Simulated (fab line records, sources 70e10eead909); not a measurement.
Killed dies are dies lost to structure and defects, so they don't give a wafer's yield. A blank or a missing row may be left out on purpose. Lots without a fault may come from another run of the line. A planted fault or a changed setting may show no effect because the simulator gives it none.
Chamber matching | flow nand_harc | NHARC_A_STAIRCASE_ETCH_444 on rie_diel-04: 4 sister chambers
The step etches the open film in C4F8/O2, target depth 20400 nm, time 6800 s. 8 wafers are shown with their chamber, then 7 later ones without.

WAFERS WITH THEIR CHAMBER
wafer  | chamber | rf_vpp_V (V) | bias_w (W)
L080.4 | 0       | 807          | 1000.8
L087.4 | 2       | 813          | 1000.9
L087.6 | 1       | 800          | 999.7
L091.2 | 0       | 805          | 1000.2
L091.3 | 3       | 809          | 1004.6
L091.5 | 1       | 803          | 996.0
L093.4 | 3       | 810          | 999.3
L093.5 | 2       | 813          | 1002.5

WAFERS WITHOUT THEIR CHAMBER
wafer  | rf_vpp_V (V) | bias_w (W)
L093.6 | 802          | 994.9
L096.2 | 809          | 996.5
L096.5 | 800          | 997.4
L096.6 | 805          | 1001.7
L097.1 | 807          | 1004.5
L097.2 | 800          | 998.3
L097.5 | 798          | 996.1

WHICH CHAMBER EACH WENT THROUGH
wafer  | from the rows above          | in truth
L093.6 | 1                            | 1
L096.2 | can't be placed: 3 or 0 or 2 | 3
L096.5 | 1                            | 1
L096.6 | 0                            | 0
L097.1 | can't be placed: 0 or 3      | 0
L097.2 | 1                            | 1
L097.5 | 1                            | 1
Placed correctly: 5 of 7. Can't be placed from these rows: 2 (the true chamber is among the candidates in 2). Placed wrongly: 0.
How it was worked out, from the rows above alone: a wafer's distance from a chamber is the root of the sum, over the readings, of the square of ((its reading less the chamber's mean) divided by the reading's scatter). The wafer belongs to the nearest chamber; if the next one is less than 2 further off, it can't be placed. A chamber's mean is the mean of its shown wafers. The scatter: the root of (the sum of the squares of (reading less its chamber's mean) over the shown wafers, divided by (wafers less chambers)).
